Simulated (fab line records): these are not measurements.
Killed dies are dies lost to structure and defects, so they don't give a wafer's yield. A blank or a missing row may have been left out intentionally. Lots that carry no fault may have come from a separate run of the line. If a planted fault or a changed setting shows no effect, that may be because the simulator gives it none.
Which of the tools did it? | flow nand harc | 37 wafers from 13 lots sampled at 6 of the route's 1302 steps

WHAT EACH GAUGE READ, for each wafer
NHARC_A_ONON_D1_THK_MEAS_21: measures by ellipsometry.
lot  | measured     | on            | thk nm (nm)
L512 | day 8 18:10  | film metro-01 | 1003 1003 1005
L514 | day 9 09:49  | film metro-01 | 987 987 988
L516 | day 10 01:53 | film metro-01 | 996 998 995
L517 | day 10 17:22 | film metro-02 | 1001 1001 1001
L518 | day 10 17:22 | film metro-01 | 1008 1008 1007
L519 | day 11 16:13 | film metro-01 | 998 997 997
L522 | day 12 16:07 | film metro-02 | 1005 1006 1007
L523 | day 13 10:49 | film metro-02 | 994 997 996
L524 | day 13 14:40 | film metro-02 | 792 1011 1010
L525 | day 14 12:52 | film metro-02 | 779 1000
L528 | day 15 04:55 | film metro-01 | 782 1001
L533 | day 17 09:54 | film metro-01 | 989 989 991
L534 | day 17 16:12 | film metro-01 | 1008 1005 1009

NHARC_END_SORT_01.
lot  | measured     | on        | killed at array | killed at other | killed at periphery | killed dies | killed open | killed short
L524 | day 29 16:13 | prober-02 | 673 18 26       | 1 0 0           | 3 1 1               | 677 19 27   | 5 1 3       | 4 2 0
L525 | day 30 07:17 | prober-02 | 667 70          | 2 0             | 8 2                 | 677 72      | 1 5         | 3 1
L528 | day 30 18:14 | prober-01 | 668 39          | 0 2             | 9 6                 | 677 47      | 7 4         | 3 5

EACH LOT AND THE TOOL THAT RAN IT (in order: tool; ch and the chambers of the sampled wafers; start)
lot  | NHARC_P_BONDPAD_PVD_27                  | NHARC_P_BONDPAD_ACTIVATE_29        | NHARC_A_ONON_D1_DEP_19           | NHARC_A_CHANNEL_HOLE_D1_DEP_00
L512 | pvd sputter-01, day 7 05:24 or earlier  | rie diel-04 ch 1,2, day 7 05:24    | pecvd onon-04 ch 0, day 8 17:40  | acl dep-03 ch 0, day 8 20:29
L514 | pvd sputter-03, day 7 17:55 or earlier  | rie diel-02 ch 0,2, day 7 17:55    | pecvd onon-04 ch 0, day 9 09:19  | acl dep-03 ch 0, day 9 13:45
L516 | pvd sputter-02, day 8 16:22 or earlier  | rie diel-07 ch 0,1,2, day 8 16:22  | pecvd onon-01 ch 0, day 10 01:22 | acl dep-02 ch 0, day 10 04:11
L517 | pvd sputter-01, day 9 06:31 or earlier  | rie diel-07 ch 0,1,3, day 9 06:31  | pecvd onon-04 ch 0, day 10 16:55 | acl dep-01 ch 0, day 10 19:59
L518 | pvd sputter-02, day 9 09:31 or earlier  | rie diel-02 ch 0,2,3, day 9 09:31  | pecvd onon-01 ch 0, day 10 16:51 | acl dep-03 ch 0, day 10 19:40
L519 | pvd sputter-02, day 10 00:40 or earlier | rie diel-04 ch 1,2,3, day 10 00:40 | pecvd onon-02 ch 0, day 11 15:46 | acl dep-01 ch 0, day 11 18:50
L522 | pvd sputter-01, day 11 05:19 or earlier | rie diel-02 ch 1,2, day 11 05:19   | pecvd onon-04 ch 0, day 12 15:44 | acl dep-01 ch 0, day 12 22:15
L523 | pvd sputter-01, day 12 01:02 or earlier | rie diel-02 ch 0,1,2, day 12 01:02 | pecvd onon-02 ch 0, day 13 10:22 | acl dep-01 ch 0, day 13 13:28
L524 | pvd sputter-02, day 12 04:25 or earlier | rie diel-02 ch 0,1,3, day 12 04:25 | pecvd onon-02 ch 0, day 13 14:10 | acl dep-02 ch 0, day 13 20:29
L525 | pvd sputter-03, day 12 21:44 or earlier | rie diel-02 ch 1, day 12 21:44     | pecvd onon-02 ch 0, day 14 12:21 | acl dep-02 ch 0, day 14 16:47
L528 | pvd sputter-03, day 13 17:04 or earlier | rie diel-02 ch 0,3, day 13 17:04   | pecvd onon-02 ch 0, day 15 04:23 | acl dep-03 ch 0, day 15 08:37
L533 | pvd sputter-02, day 15 21:50 or earlier | rie diel-02 ch 0,1,3, day 15 21:50 | pecvd onon-01 ch 0, day 17 09:23 | acl dep-03 ch 0, day 17 12:13
L534 | pvd sputter-03, day 16 01:53 or earlier | rie diel-02 ch 0,1,2, day 16 01:53 | pecvd onon-04 ch 0, day 17 15:41 | acl dep-03 ch 0, day 17 23:05
- NHARC_P_BONDPAD_PVD_27: deposits Cu, target thk 30 nm, time 20.49 s.
- NHARC_P_BONDPAD_ACTIVATE_29: chemistry N2, time 60 s.
- NHARC_A_ONON_D1_DEP_19: target thk 1000 nm.
- NHARC_A_CHANNEL_HOLE_D1_DEP_00: deposits aC, target thk 3100 nm.

WHAT THE TOOLS THEMSELVES READ (means of the sampled wafers that have a number; where no wafer has one, the mark that the record gives instead)
NHARC_P_BONDPAD_PVD_27.
lot  | tool           | throttle valve pct (%)
L512 | pvd sputter-01 | 30.3
L514 | pvd sputter-03 | 29.4
L516 | pvd sputter-02 | 29.1
L517 | pvd sputter-01 | 30.5
L518 | pvd sputter-02 | 29.2
L519 | pvd sputter-02 | 28.1
L522 | pvd sputter-01 | 31.4
L523 | pvd sputter-01 | 30.8
L524 | pvd sputter-02 | 30.0
L525 | pvd sputter-03 | 30.0
L528 | pvd sputter-03 | 29.9
L533 | pvd sputter-02 | 29.7
L534 | pvd sputter-03 | 29.2

NHARC_P_BONDPAD_ACTIVATE_29.
lot  | tool        | drypump motor current A (A) | oes product au (a.u.) | rf vpp V (V) | showerhead plenum p Torr (Torr)
L512 | rie diel-04 | 4.7                         | 0.999                 | 63.8         | 1.76
L514 | rie diel-02 | 5.9                         | 1.005                 | 64.5         | 1.80
L516 | rie diel-07 | 5.7                         | 0.994                 | 64.8         | 1.80
L517 | rie diel-07 | 6.0                         | 1.015                 | 64.2         | 1.73
L518 | rie diel-02 | 5.6                         | 0.999                 | 63.5         | 1.76
L519 | rie diel-04 | 4.7                         | 0.992                 | 65.0         | 1.81
L522 | rie diel-02 | 5.4                         | 1.016                 | 64.2         | 1.74
L523 | rie diel-02 | 5.8                         | 1.013                 | 64.2         | 1.77
L524 | rie diel-02 | 5.9                         | 1.005                 | 64.1         | 1.75
L525 | rie diel-02 | 5.9                         | 1.006                 | 63.9         | 1.72
L528 | rie diel-02 | 5.8                         | 0.998                 | 63.2         | 1.76
L533 | rie diel-02 | 5.9                         | 1.000                 | 64.1         | 1.74
L534 | rie diel-02 | 5.8                         | 0.999                 | 63.9         | 1.76

NHARC_A_CHANNEL_HOLE_D1_DEP_00.
lot  | tool       | throttle valve pct (%)
L512 | acl dep-03 | 35.001
L514 | acl dep-03 | 35.002
L516 | acl dep-02 | 34.990
L517 | acl dep-01 | 34.994
L518 | acl dep-03 | 34.995
L519 | acl dep-01 | 35.002
L522 | acl dep-01 | 35.002
L523 | acl dep-01 | 35.001
L524 | acl dep-02 | 34.987
L525 | acl dep-02 | 34.996
L528 | acl dep-03 | 35.006
L533 | acl dep-03 | 35.002
L534 | acl dep-03 | 34.999

THE ANSWER, worked out from the rows above alone
Rule: usual is defined by the lots themselves. The widest of any qualifying gaps counts: lots, ordered by their means at a reading, are off when they make up no more than a third of the lots, leave a main group of 4 or more, and stand apart from it by 3 or more times the standard deviation of that group's means. A main group whose means are all the same, to the digits that the tables above print for the reading, isn't used. A lot without any number at a reading at which 4 lots or more have one is off too. The other lots that the step has rows for count as sound. First the gauges in route order, then the tools' own readings, where a lot's mean is used as printed above. At the first step where some lot is off, the reading lying furthest off is the one used; lots without a number count as furthest.
Off at NHARC_A_ONON_D1_THK_MEAS_21 (thk nm): L524, L525, L528. Main group: mean 999 nm, sd 6.8.
If a tool, at a process step before that reading, ran all the lots that are off and no sound lot after the first of them, it fits. Gauges at NHARC_A_ONON_D1_THK_MEAS_21: tried the same way as those tools. NHARC_P_BONDPAD_PVD_27 gives no start for some lots, so the hours and the order of its lots are those of NHARC_P_BONDPAD_ACTIVATE_29. One fits: pecvd onon-02 at NHARC_A_ONON_D1_DEP_19. A fault onset in the window from L523 (day 13 10:22, its last sound lot) to L524 (day 13 14:10, its first lot off) fits.

WHAT WAS PUT IN BY THE SIMULATOR
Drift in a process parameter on pecvd onon-02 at NHARC_A_ONON_D1_DEP_19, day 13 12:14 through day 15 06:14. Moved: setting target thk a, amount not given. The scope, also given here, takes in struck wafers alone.
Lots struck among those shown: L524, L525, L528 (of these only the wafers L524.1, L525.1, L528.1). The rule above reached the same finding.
